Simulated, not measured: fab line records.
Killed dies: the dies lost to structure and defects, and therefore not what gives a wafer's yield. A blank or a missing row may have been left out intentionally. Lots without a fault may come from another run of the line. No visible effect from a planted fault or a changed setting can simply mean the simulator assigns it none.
Chamber matching :: flow n5_finfet :: N5_BEOL_M10_DEP_56 on pecvd-04 has 3 sister chambers
The step deposits SiCN from 3MS/NH3, target thk 15 nm, time 26.5 s. 3 wafers are shown with their chamber, then 10 later ones without.

== WAFERS PAIRED WITH THEIR CHAMBERS ==
wafer: L079.1
chamber: 2
throttle_valve_pct (%): 9.0

wafer: L087.5
chamber: 0
throttle_valve_pct (%): 8.9

wafer: L086.4
chamber: 1
throttle_valve_pct (%): 10.2

== WAFERS MISSING THEIR CHAMBER ==
wafer: L086.5
throttle_valve_pct (%): 10.2

wafer: L090.2
throttle_valve_pct (%): 9.2

wafer: L090.4
throttle_valve_pct (%): 9.2

wafer: L090.6
throttle_valve_pct (%): 9.3

wafer: L088.2
throttle_valve_pct (%): 9.0

wafer: L088.3
throttle_valve_pct (%): 8.9

wafer: L088.6
throttle_valve_pct (%): 9.1

wafer: L093.2
throttle_valve_pct (%): 9.5

wafer: L093.4
throttle_valve_pct (%): 9.0

wafer: L093.6
throttle_valve_pct (%): 9.3

== CHAMBER TAKEN BY EACH ==
wafer: L086.5
from the rows above: 1
in truth: 1

wafer: L090.2
from the rows above: can't be placed: 2 or 0
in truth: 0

wafer: L090.4
from the rows above: can't be placed: 2 or 0
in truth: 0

wafer: L090.6
from the rows above: can't be placed: 2 or 0
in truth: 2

wafer: L088.2
from the rows above: can't be placed: 2 or 0
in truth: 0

wafer: L088.3
from the rows above: can't be placed: 0 or 2
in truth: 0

wafer: L088.6
from the rows above: can't be placed: 2 or 0
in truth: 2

wafer: L093.2
from the rows above: can't be placed: 2 or 0 or 1
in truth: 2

wafer: L093.4
from the rows above: can't be placed: 2 or 0
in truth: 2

wafer: L093.6
from the rows above: can't be placed: 2 or 0
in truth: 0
1 of 10 placed correctly. Can't be placed from these rows: 9 (the true chamber is among the candidates in 9). 0 placed wrongly.
How it was worked out, from the rows above alone: a wafer's distance from a chamber is the root of the sum, over the readings, of the square of ((its reading less the chamber's mean) divided by the reading's scatter). If the next closest chamber is less than 2 further off than the closest, the wafer can't be placed; otherwise it belongs to the closest. A chamber's mean is the mean of its shown wafers. The scatter: with one shown wafer a chamber, the root of the mean of the squares of how far each hidden wafer lies from its nearest shown one.
